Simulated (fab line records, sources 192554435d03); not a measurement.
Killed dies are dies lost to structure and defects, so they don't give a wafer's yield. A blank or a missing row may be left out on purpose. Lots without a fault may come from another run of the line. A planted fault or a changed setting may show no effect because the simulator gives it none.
Chamber matching | flow n5_finfet | N5_BEOL_M15_ETCH_61 on rie_diel-02: 4 sister chambers
The step etches BARC in N2/H2, target depth 89 nm, overetch 26.7 nm, time 67.9 s. 8 wafers are shown with their chamber, then 7 later ones without.

WAFERS WITH THEIR CHAMBER
wafer  | chamber | showerhead_plenum_p_Torr (Torr) | drypump_motor_current_A (A)
L077.2 | 0       | 2.47                            | 5.53
L082.6 | 1       | 2.66                            | 5.97
L083.6 | 0       | 2.46                            | 5.49
L089.2 | 1       | 2.66                            | 5.97
L089.5 | 2       | 2.52                            | 5.96
L089.6 | 3       | 2.50                            | 6.18
L088.1 | 2       | 2.52                            | 5.97
L088.3 | 3       | 2.50                            | 6.16

WAFERS WITHOUT THEIR CHAMBER
wafer  | showerhead_plenum_p_Torr (Torr) | drypump_motor_current_A (A)
L088.6 | 2.66                            | 5.97
L094.1 | 2.52                            | 5.94
L094.3 | 2.46                            | 5.47
L094.5 | 2.52                            | 5.94
L095.3 | 2.65                            | 5.96
L095.4 | 2.51                            | 5.99
L095.5 | 2.65                            | 5.97

WHICH CHAMBER EACH WENT THROUGH
wafer  | from the rows above | in truth
L088.6 | 1                   | 1
L094.1 | 2                   | 2
L094.3 | 0                   | 0
L094.5 | 2                   | 2
L095.3 | 1                   | 1
L095.4 | 2                   | 2
L095.5 | 1                   | 1
Placed correctly: 7 of 7. Can't be placed from these rows: 0. Placed wrongly: 0.
How it was worked out, from the rows above alone: a wafer's distance from a chamber is the root of the sum, over the readings, of the square of ((its reading less the chamber's mean) divided by the reading's scatter). The wafer belongs to the nearest chamber; if the next one is less than 2 further off, it can't be placed. A chamber's mean is the mean of its shown wafers. The scatter: the root of (the sum of the squares of (reading less its chamber's mean) over the shown wafers, divided by (wafers less chambers)).
